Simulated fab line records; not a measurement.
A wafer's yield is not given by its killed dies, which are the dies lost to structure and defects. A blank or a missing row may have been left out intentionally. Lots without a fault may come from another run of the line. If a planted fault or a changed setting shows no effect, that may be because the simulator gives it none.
fab line records	flow n5-finfet	part 1 of 2: steps 1 to 21 of 31
record lots=5	wafers=15	last-day=17
route steps=1938 shown BEOL_M0_SAQP@674 BEOL_M0_CUTY@701
lots untouched by any fault: they come from a run of this same line in which no faults occurred
start-h: start of the lot's first displayed wafer, in hours after the record's first day	wait-h: hours elapsed since this lot's preceding step	" same as the row above	L1.1+2: a single row standing in for several wafers	- no value, or no start given	* or withheld: withheld	< > ~ a bound
route shown NAME@n: names a module that has steps shown in the file, with the first one's number in the route	usual: mean/standard deviation taken from wafers without a fault	same: alike in all rows	chamber/n: place in a boat	sites: readings site by site	_std_site: standard deviation across them	_edge_site: mean of outer sites minus mean of inner sites	radius-mm: for every site, how far away it sits from the centre of the wafer	mask NAME#n: copy n	behind: the tool/chamber that last shaped the wafer	hold: reason for holding the lot/hours on hold/outcome of the hold	device: which transistor (n, p or np) failed to switch	end of line: at the end of the route, the tests of the same wafers	step lacking rows: just its recipe	killed: at the first sort, the dies lost to defects and structure; wafer yield is something else	map: a wafer's dies, x killed, . not, _ none there
set.NAME: setting as actually run; set.NAME@STEP: the setting as run at that earlier step	model.NAME: the simulator's own value behind a step, which no gauge read
lots at selected steps of the route; one table per step, one row per wafer
services: from which hour (start-h, from the record's first day; less than 0 if before it) a tool's chamber was out of use, for how many hours, and why
## steps
# step N5_BEOL_M0_SAQP_STRIP_108
# recipe chemistry=N2/H2	power-w=500	temp-c=40	pressure-mtorr=50	rf-frequency-hz=6e+07	overash-fraction=0.3	bias-power-w=28	h2-frac=0.5	n2-flow-sccm=300	h2-flow-sccm=300
# usual drypump-motor-current-A=5.7/0.46	oes-product-au=0.80/0.078	rf-vpp-V=121.9/0.98	showerhead-plenum-p-Torr=3.37/0.13	throttle-valve-pct=18.9/0.36
lot.wafer	tool	chamber	start-h	wait-h	drypump-motor-current-A	oes-product-au	rf-hours-counter-h	rf-vpp-V	showerhead-plenum-p-Torr	throttle-valve-pct
L075.3	rie-diel-05	0	121.67	0.0	6.3	0.89	30	120.7	3.29	19.4
L075.4	"	1	"	"	5.3	0.91	36	122.4	3.56	18.6
L075.6	"	2	"	"	5.4	0.89	-	122.9	3.55	19.3
L087.2	rie-diel-03	3	186.46	0.0	6.1	0.93	18	124.0	3.58	19.3
L087.3	"	1	"	"	6.0	0.72	191	121.9	3.19	19.0
L087.6	"	2	"	"	6.2	0.84	-	122.0	3.40	18.4
L089.3	rie-diel-03	0	201.80	0.0	5.4	0.75	159	120.6	3.35	18.8
L089.5	"	3	"	"	6.1	0.92	-	123.9	3.57	19.3
L089.6	"	2	"	"	6.2	0.83	-	123.3	3.40	18.5
L096.2	rie-diel-04	1	242.49	0.0	5.3	0.82	70	122.0	3.26	19.6
L096.5	"	1	"	"	5.4	0.82	-	121.0	3.26	19.5
L096.6	"	2	"	"	4.8	0.71	-	122.5	3.47	18.7
L097.2	rie-diel-03	0	246.99	0.0	5.4	0.74	171	121.4	3.35	18.8
L097.4	"	2	"	"	6.2	0.83	89	121.9	3.39	18.5
L097.5	"	3	"	"	6.1	0.91	-	122.5	3.57	19.3
# step N5_BEOL_M0_SAQP_RECESS_109
# recipe chemistry=HF/NH3	target=SiO2	target-depth-a=30	afs-cycles=1	temp-c=30	sublimation-temp-c=180	sublimation-time-s=60
# usual drypump-motor-current-A=5.9/0.4
# same afs-cycles=1	sublimation-time-s=60
lot.wafer	tool	chamber	start-h	wait-h	drypump-motor-current-A
L075.3	vapor-etch-01	1	121.78	0.1	6.1
L075.4	"	0	"	"	5.2
L075.6	"	1	"	"	6.1
L087.2	vapor-etch-01	1	186.52	0.0	6.1
L087.3	"	1	"	"	6.1
L087.6	"	0	"	"	5.3
L089.3	vapor-etch-02	0	201.91	0.1	6.0
L089.5	"	1	"	"	6.3
L089.6	"	0	"	"	6.0
L096.2	vapor-etch-02	1	242.55	0.0	6.3
L096.5	"	1	"	"	6.3
L096.6	"	0	"	"	6.0
L097.2	vapor-etch-02	0	247.06	0.0	6.1
L097.4	"	0	"	"	6.1
L097.5	"	1	"	"	6.3
# step N5_BEOL_M0_SAQP_SPACER2_ALD_26
# recipe material=SiO2	target-thk-a=150	temp-c=300	ald-precursor-family=BDEAS	ald-co-reactant=O2-plasma	pulse-time-s=1	purge-time-s=2	co-reactant-purge-time-s=2	pressure-torr=2
# usual heater-power-w=436/38	precursor-pulse-height-rel=1.000/0.02
# same purge-time-s=2
lot.wafer	tool	chamber	start-h	wait-h	heater-power-w	precursor-pulse-height-rel
L075.3	ald-sin-03	0	121.94	0.1	393	0.969
L075.4	"	1	"	"	370	1.017
L075.6	"	2	"	"	435	0.990
L087.2	ald-sin-01	0	186.66	0.1	442	0.969
L087.3	"	3	"	"	513	1.011
L087.6	"	2	"	"	438	0.970
L089.3	ald-sin-03	0	202.02	0.1	404	0.985
L089.5	"	3	"	"	503	1.003
L089.6	"	2	"	"	445	0.998
L096.2	ald-sin-03	3	242.69	0.1	491	1.019
L096.5	"	0	"	"	403	0.965
L096.6	"	1	"	"	375	1.000
L097.2	ald-sin-04	0	247.20	0.1	469	0.969
L097.4	"	1	"	"	399	1.034
L097.5	"	2	"	"	460	1.019
# step N5_BEOL_M0_SAQP_SPACER2_ETCHBACK_27
# recipe chemistry=CHF3/O2	mode=anisotropic-etchback	target=SiO2	target-depth-a=225	time-s=11.25	pressure-mtorr=30	source-w=650	bias-w=170	Ar_flow_sccm=200	CHF3_flow_sccm=50	O2_flow_sccm=5	ion-energy-ev=200
# usual drypump-motor-current-A=5.7/0.46	oes-product-au=0.80/0.083	rf-vpp-V=520/5.5	showerhead-plenum-p-Torr=2.42/0.09	throttle-valve-pct=18.90/0.16
lot.wafer	tool	chamber	start-h	wait-h	drypump-motor-current-A	oes-product-au	rf-hours-counter-h	rf-vpp-V	showerhead-plenum-p-Torr	throttle-valve-pct
L075.3	rie-diel-04	1	122.49	0.3	5.4	0.88	32	511	2.36	19.18
L075.4	"	0	"	"	6.3	0.75	159	521	2.40	18.78
L075.6	"	0	"	"	6.3	0.74	-	521	2.40	18.79
L087.2	rie-diel-03	0	187.21	0.3	5.4	0.75	154	525	2.41	19.08
L087.3	"	2	"	"	6.2	0.83	71	524	2.44	18.67
L087.6	"	2	"	"	6.2	0.84	-	523	2.44	18.68
L089.3	rie-diel-04	2	202.57	0.3	4.7	0.73	187	521	2.49	18.73
L089.5	"	2	"	"	4.7	0.72	-	522	2.49	18.73
L089.6	"	3	"	"	6.0	0.74	-	511	2.30	18.83
L096.2	rie-diel-04	0	243.24	0.3	6.3	0.72	195	521	2.39	18.83
L096.5	"	1	"	"	5.4	0.83	-	512	2.35	19.25
L096.6	"	0	"	"	6.3	0.72	-	518	2.39	18.83
L097.2	rie-diel-04	0	247.81	0.3	6.3	0.72	196	520	2.39	18.85
L097.4	"	2	"	"	4.7	0.71	201	522	2.49	18.75
L097.5	"	2	"	"	4.7	0.72	-	522	2.49	18.75
# step N5_BEOL_M0_SAQP_MANDREL2_REMOVE_110
# recipe chemistry=HBr/Cl2/O2	bt-time-s=10	target=a-Si	stop-on=SiCN	endpoint=OES-SiCl	over-etch-frac=1	icp-w=600	bias-w=30	HBr_flow_sccm=150	Cl2_flow_sccm=80	O2_flow_sccm=5	pressure-mtorr=10
# usual HBr_flow_sccm=150.0/0.4	drypump-motor-current-A=5.8/0.59	oes-product-au=1.001/0.018	throttle-valve-pct=36.58/0.26
# same over-etch-frac=1
lot.wafer	tool	chamber	start-h	wait-h	HBr_flow_sccm	drypump-motor-current-A	oes-product-au	rf-hours-counter-h	throttle-valve-pct
L075.3	rie-si-05	1	122.58	0.1	150.0	5.4	1.027	185	36.19
L075.4	"	0	"	"	149.8	5.9	1.005	133	36.75
L075.6	"	0	"	"	150.0	5.9	1.014	-	36.74
L087.2	rie-si-03	1	187.30	0.1	149.9	6.6	0.992	63	36.41
L087.3	"	3	"	"	150.1	6.4	1.003	105	36.83
L087.6	"	0	"	"	149.7	4.9	0.967	-	36.88
L089.3	rie-si-03	0	202.66	0.1	150.0	4.9	0.967	70	36.89
L089.5	"	3	"	"	150.2	6.4	1.003	-	36.84
L089.6	"	2	"	"	150.1	5.7	0.998	-	36.30
L096.2	rie-si-01	3	243.33	0.1	150.3	5.6	0.983	8	36.40
L096.5	"	2	"	"	149.4	5.7	1.020	-	36.60
L096.6	"	1	"	"	150.9	5.7	1.005	-	36.25
L097.2	rie-si-03	3	247.90	0.1	150.0	6.4	1.013	106	36.86
L097.4	"	2	"	"	150.2	5.7	1.005	24	36.32
L097.5	"	1	"	"	149.4	6.6	1.002	-	36.41
# step N5_BEOL_M0_SAQP_CD_MEAS_29
# recipe target-cd-nm=14.4	landing-energy-ev=1000	detector=se-inlens
# usual cd-nm=14.99/0.21
lot.wafer	tool	chamber	start-h	wait-h	cd-nm
L075.3	cd-sem-02	0	122.69	0.1	15.12
L075.4	"	0	"	"	14.82
L075.6	"	0	"	"	15.03
L087.2	cd-sem-02	0	187.41	0.1	14.91
L087.3	"	0	"	"	14.82
L087.6	"	0	"	"	14.87
L089.3	cd-sem-01	0	202.77	0.1	15.20
L089.5	"	0	"	"	14.97
L089.6	"	0	"	"	14.99
L096.2	cd-sem-01	0	243.44	0.1	15.33
L096.5	"	0	"	"	14.92
L096.6	"	0	"	"	14.94
L097.2	cd-sem-03	0	248.01	0.1	15.36
L097.4	"	0	"	"	15.14
L097.5	"	0	"	"	15.10
# step N5_BEOL_M0_SAQP_COAT_69
# recipe resist=SOC	temp-c=250	time-s=60	spin-rpm=1500	resist-thk-nm=90
lot.wafer	tool	chamber	start-h	wait-h
L075.3+4+6	litho-track-02	0	122.73	0.0
L087.2+3+6	litho-track-03	0	187.44	0.0
L089.3+5+6	litho-track-02	0	202.81	0.0
L096.2+5+6	litho-track-03	0	243.47	0.0
L097.2+4+5	litho-track-02	0	248.04	0.0
# step N5_BEOL_M0_SAQP_COAT_72
# recipe resist=SiARC	temp-c=220	time-s=60	spin-rpm=1500	resist-thk-nm=15
lot.wafer	tool	chamber	start-h	wait-h
L075.3+4+6	litho-track-02	0	-	-
L087.2+3+6	litho-track-03	0	-	-
L089.3+5+6	litho-track-02	0	-	-
L096.2+5+6	litho-track-03	0	-	-
L097.2+4+5	litho-track-02	0	-	-
# step N5_BEOL_M0_SAQP_COAT_87
# recipe resist=underlayer	temp-c=205	time-s=60	spin-rpm=1500	resist-thk-nm=5
lot.wafer	tool	chamber	start-h	wait-h
L075.3+4+6	litho-track-02	0	-	-
L087.2+3+6	litho-track-03	0	-	-
L089.3+5+6	litho-track-02	0	-	-
L096.2+5+6	litho-track-03	0	-	-
L097.2+4+5	litho-track-02	0	-	-
# step N5_BEOL_M0_SAQP_COAT_34
# recipe resist=CAR-EUV	spin-rpm=1500	resist-thk-nm=30
lot.wafer	tool	chamber	start-h	wait-h
L075.3+4+6	litho-track-02	0	-	-
L087.2+3+6	litho-track-03	0	-	-
L089.3+5+6	litho-track-02	0	-	-
L096.2+5+6	litho-track-03	0	-	-
L097.2+4+5	litho-track-02	0	-	-
# step N5_BEOL_M0_SAQP_EBR_36
# recipe solvent=PGMEA	ebr-width-mm=1.5
lot.wafer	tool	chamber	start-h	wait-h
L075.3+4+6	litho-track-02	0	-	-
L087.2+3+6	litho-track-03	0	-	-
L089.3+5+6	litho-track-02	0	-	-
L096.2+5+6	litho-track-03	0	-	-
L097.2+4+5	litho-track-02	0	-	-
# step N5_BEOL_M0_SAQP_SOFTBAKE_35
# recipe temp-c=110	time-s=60	resist=CAR-EUV
lot.wafer	tool	chamber	start-h	wait-h
L075.3+4+6	litho-track-02	0	-	-
L087.2+3+6	litho-track-03	0	-	-
L089.3+5+6	litho-track-02	0	-	-
L096.2+5+6	litho-track-03	0	-	-
L097.2+4+5	litho-track-02	0	-	-
# step N5_BEOL_M0_SAQP_EXPOSE_37
# recipe mask-id=M0_CUT1	na=0.33	source-shape=annular	sigma-inner=0.35	sigma-outer=0.8	polarization=unpolarized	target-cd-nm=30	dose-mj=44.75
# usual reticle-temp-C=23.01/0.11
lot.wafer	tool	chamber	start-h	wait-h	mask	reticle-temp-C
L075.3	euv-scanner-02	0	123.00	-	M0_CUT1#0	23.15
L075.4	"	0	"	"	M0_CUT1#0	23.03
L075.6	"	0	"	"	M0_CUT1#0	23.03
L087.2	euv-scanner-02	0	187.59	-	M0_CUT1#0	22.97
L087.3	"	0	"	"	M0_CUT1#0	23.02
L087.6	"	0	"	"	M0_CUT1#0	22.91
L089.3	euv-scanner-01	0	203.08	-	M0_CUT1#0	23.02
L089.5	"	0	"	"	M0_CUT1#0	23.08
L089.6	"	0	"	"	M0_CUT1#0	23.06
L096.2	euv-scanner-02	0	243.74	-	M0_CUT1#0	23.06
L096.5	"	0	"	"	M0_CUT1#0	23.05
L096.6	"	0	"	"	M0_CUT1#0	22.89
L097.2	euv-scanner-02	0	248.19	-	M0_CUT1#0	23.03
L097.4	"	0	"	"	M0_CUT1#0	23.16
L097.5	"	0	"	"	M0_CUT1#0	22.96
# step N5_BEOL_M0_SAQP_PEB_38
# recipe peb-temp-c=100	peb-time-s=60	resist=CAR-EUV
lot.wafer	tool	chamber	start-h	wait-h
L075.3+4+6	litho-track-03	0	123.06	0.0
L087.2+3+6	litho-track-03	0	187.65	0.1
L089.3+5+6	litho-track-03	0	203.14	0.0
L096.2+5+6	litho-track-03	0	243.80	0.1
L097.2+4+5	litho-track-03	0	248.25	0.1
# step N5_BEOL_M0_SAQP_DEVELOP_39
# recipe develop-time-s=30	developer=TMAH	resist=CAR-EUV	rinse-liquid=surfactant-rinse	dry=air-spin	dev-temp-c=23
lot.wafer	tool	chamber	start-h	wait-h
L075.3+4+6	litho-track-03	0	-	-
L087.2+3+6	litho-track-03	0	-	-
L089.3+5+6	litho-track-03	0	-	-
L096.2+5+6	litho-track-03	0	-	-
L097.2+4+5	litho-track-03	0	-	-
# step N5_BEOL_M0_SAQP_CD_MEAS_40
# recipe target-cd-nm=30	landing-energy-ev=500	detector=se-inlens
# usual cd-nm=29.98/0.23
lot.wafer	tool	chamber	start-h	wait-h	cd-nm
L075.3	cd-sem-01	0	123.13	-	29.91
L075.4	"	0	"	"	29.93
L075.6	"	0	"	"	30.18
L087.2	cd-sem-01	0	187.71	-	29.96
L087.3	"	0	"	"	30.19
L087.6	"	0	"	"	30.17
L089.3	cd-sem-03	0	203.20	-	30.09
L089.5	"	0	"	"	29.67
L089.6	"	0	"	"	29.80
L096.2	cd-sem-01	0	243.87	-	30.38
L096.5	"	0	"	"	29.70
L096.6	"	0	"	"	29.78
L097.2	cd-sem-01	0	248.31	-	29.94
L097.4	"	0	"	"	30.03
L097.5	"	0	"	"	29.87
# step N5_BEOL_M0_SAQP_OVL_MEAS_41
# recipe points-per-wafer=522
# usual M0_CUT1_OVL=0.2/0.69
lot.wafer	tool	chamber	start-h	wait-h	M0_CUT1_OVL[nm]
L075.3	overlay-02	0	123.16	0.0	1.2
L075.4	"	0	"	"	0.7
L075.6	"	0	"	"	1.8
L087.2	overlay-02	0	187.75	0.0	0.5
L087.3	"	0	"	"	0.8
L087.6	"	0	"	"	0.6
L089.3	overlay-01	0	203.24	0.0	0.2
L089.5	"	0	"	"	0.1
L089.6	"	0	"	"	0.3
L096.2	overlay-01	0	243.91	0.0	0.6
L096.5	"	0	"	"	-0.5
L096.6	"	0	"	"	0.9
L097.2	overlay-02	0	248.35	0.0	0.2
L097.4	"	0	"	"	0.2
L097.5	"	0	"	"	0.5
# step N5_BEOL_M0_SAQP_INSPECT_42
# recipe mode=adi	inspect-instrument=brightfield
# usual raw-defect-count=304/86
lot.wafer	tool	chamber	start-h	wait-h	raw-defect-count
L075.3	defect-inspect-02	-	123.21	0.0	420
L075.4	"	-	"	"	358
L075.6	"	-	"	"	293
L087.2	defect-inspect-02	-	187.80	0.0	227
L087.3	"	-	"	"	265
L087.6	"	-	"	"	223
L089.3	defect-inspect-01	-	203.29	0.0	351
L089.5	"	-	"	"	206
L089.6	"	-	"	"	334
L096.2	defect-inspect-01	-	243.96	0.0	437
L096.5	"	-	"	"	377
L096.6	"	-	"	"	323
L097.2	defect-inspect-01	-	248.40	0.0	253
L097.4	"	-	"	"	256
L097.5	"	-	"	"	209
# step N5_BEOL_M0_SAQP_DESCUM_45
# recipe chemistry=O2	time-s=7	source-power-w=50	bias-power-w=20	pressure-mtorr=20	rf-frequency-hz=2.712e+07	temp-c=40	resist=CAR-EUV	o2-flow-sccm=225
# usual drypump-motor-current-A=5.8/0.42	oes-product-au=0.82/0.077	rf-vpp-V=243.5/1.5	showerhead-plenum-p-Torr=2.11/0.08	throttle-valve-pct=20.40/0.16
lot.wafer	tool	chamber	start-h	wait-h	drypump-motor-current-A	oes-product-au	rf-hours-counter-h	rf-vpp-V	showerhead-plenum-p-Torr	throttle-valve-pct
L075.3	rie-diel-03	0	123.25	0.0	5.4	0.77	132	243.6	2.09	20.52
L075.4	"	0	"	"	5.4	0.77	-	244.7	2.09	20.50
L075.6	"	2	"	"	6.2	0.87	-	244.3	2.12	20.15
L087.2	rie-diel-05	0	187.84	0.0	6.3	0.86	51	243.2	2.04	20.66
L087.3	"	2	"	"	5.4	0.86	71	244.2	2.21	20.34
L087.6	"	0	"	"	6.3	0.86	-	241.7	2.04	20.65
L089.3	rie-diel-03	0	203.32	0.0	5.4	0.75	159	243.6	2.08	20.55
L089.5	"	2	"	"	6.2	0.84	-	243.6	2.11	20.19
L089.6	"	3	"	"	6.1	0.93	-	243.2	2.22	20.47
L096.2	rie-diel-05	0	243.99	0.0	6.3	0.84	68	243.3	2.04	20.67
L096.5	"	2	"	"	5.4	0.84	-	245.3	2.21	20.40
L096.6	"	0	"	"	6.3	0.85	-	242.3	2.04	20.67
L097.2	rie-diel-03	2	248.59	0.2	6.2	0.83	90	243.4	2.11	20.20
L097.4	"	3	"	"	6.1	0.90	36	244.4	2.22	20.50
L097.5	"	3	"	"	6.1	0.90	-	244.2	2.22	20.50
# step N5_BEOL_M0_SAQP_ETCH_88
# recipe chemistry=N2/H2	target=underlayer	target-depth-a=65	time-s=5.2	ion-energy-ev=200	mask-material=CAR-EUV	pressure-mtorr=30	source-w=840	bias-w=150	n2-flow-sccm=200	h2-flow-sccm=200	ends=cleared
# usual drypump-motor-current-A=5.8/0.42	etch-rf-on-time-s=5.18/0.092	oes-product-au=0.70/0.068	rf-vpp-V=525/3	showerhead-plenum-p-Torr=2.57/0.1	throttle-valve-pct=17.85/0.18
lot.wafer	tool	chamber	start-h	wait-h	drypump-motor-current-A	etch-rf-on-time-s	oes-product-au	rf-hours-counter-h	rf-vpp-V	showerhead-plenum-p-Torr	throttle-valve-pct
L075.3	rie-diel-03	0	123.28	0.0	5.4	5.24	0.66	132	525	2.55	17.92
L075.4	"	0	"	"	5.4	5.23	0.66	-	527	2.55	17.92
L075.6	"	2	"	"	6.2	5.25	0.74	-	526	2.58	17.53
L087.2	rie-diel-05	0	187.87	0.0	6.3	5.09	0.73	51	522	2.48	18.12
L087.3	"	2	"	"	5.4	5.07	0.73	71	529	2.69	17.88
L087.6	"	0	"	"	6.3	5.00	0.75	-	524	2.48	18.14
L089.3	rie-diel-03	0	203.36	0.0	5.4	5.27	0.64	159	525	2.54	17.95
L089.5	"	2	"	"	6.2	5.30	0.70	-	524	2.57	17.59
L089.6	"	3	"	"	6.1	5.16	0.79	-	528	2.71	18.00
L096.2	rie-diel-05	0	244.03	0.0	6.3	5.12	0.72	68	523	2.48	18.17
L096.5	"	2	"	"	5.4	5.18	0.71	-	529	2.68	17.92
L096.6	"	0	"	"	6.3	5.12	0.71	-	521	2.48	18.17
L097.2	rie-diel-03	2	248.62	0.0	6.2	5.28	0.68	90	525	2.57	17.62
L097.4	"	3	"	"	6.0	5.16	0.76	36	529	2.71	18.03
L097.5	"	3	"	"	6.0	5.16	0.76	-	528	2.71	18.03
# step N5_BEOL_M0_SAQP_ETCH_73
# recipe chemistry=CF4	target=SiARC	target-depth-a=195	mask-material=CAR-EUV	time-s=32.5	ion-energy-ev=80	pressure-mtorr=40	source-w=545	bias-w=36	Ar_flow_sccm=100	cf4-flow-sccm=100	ends=cleared
# usual cf4-flow-sccm=100.01/0.29	drypump-motor-current-A=5.7/0.42	etch-rf-on-time-s=32.3/0.57	oes-product-au=0.70/0.067	rf-vpp-V=184.3/1.2	showerhead-plenum-p-Torr=2.17/0.078	throttle-valve-pct=15.59/0.15
lot.wafer	tool	chamber	start-h	wait-h	cf4-flow-sccm	drypump-motor-current-A	etch-rf-on-time-s	oes-product-au	rf-hours-counter-h	rf-vpp-V	showerhead-plenum-p-Torr	throttle-valve-pct
L075.3	rie-diel-03	0	123.30	0.0	100.16	5.4	32.8	0.66	132	185.2	2.15	15.76
L075.4	"	0	"	"	100.64	5.4	32.2	0.66	-	182.7	2.15	15.76
L075.6	"	2	"	"	100.12	6.2	32.3	0.74	-	184.2	2.18	15.39
L087.2	rie-diel-05	0	187.89	0.0	100.07	6.3	31.8	0.73	51	183.6	2.09	15.76
L087.3	"	2	"	"	100.69	5.4	32.1	0.74	71	185.6	2.25	15.44
L087.6	"	0	"	"	99.61	6.3	31.7	0.74	-	183.4	2.09	15.74
L089.3	rie-diel-03	0	203.38	0.0	99.99	5.4	32.8	0.64	159	184.3	2.14	15.80
L089.5	"	2	"	"	100.40	6.2	33.0	0.71	-	184.9	2.17	15.44
L089.6	"	3	"	"	100.12	6.1	31.8	0.79	-	186.0	2.28	15.65
L096.2	rie-diel-05	0	244.04	0.0	100.43	6.3	31.9	0.72	68	184.7	2.08	15.78
L096.5	"	2	"	"	99.87	5.4	32.2	0.72	-	185.8	2.24	15.47
L096.6	"	0	"	"	99.99	6.3	31.6	0.72	-	181.8	2.08	15.78
L097.2	rie-diel-03	2	248.64	0.0	99.83	6.2	32.8	0.69	90	185.7	2.17	15.47
L097.4	"	3	"	"	100.12	6.1	32.3	0.76	36	186.5	2.28	15.69
L097.5	"	3	"	"	100.10	6.1	32.3	0.77	-	184.3	2.28	15.68
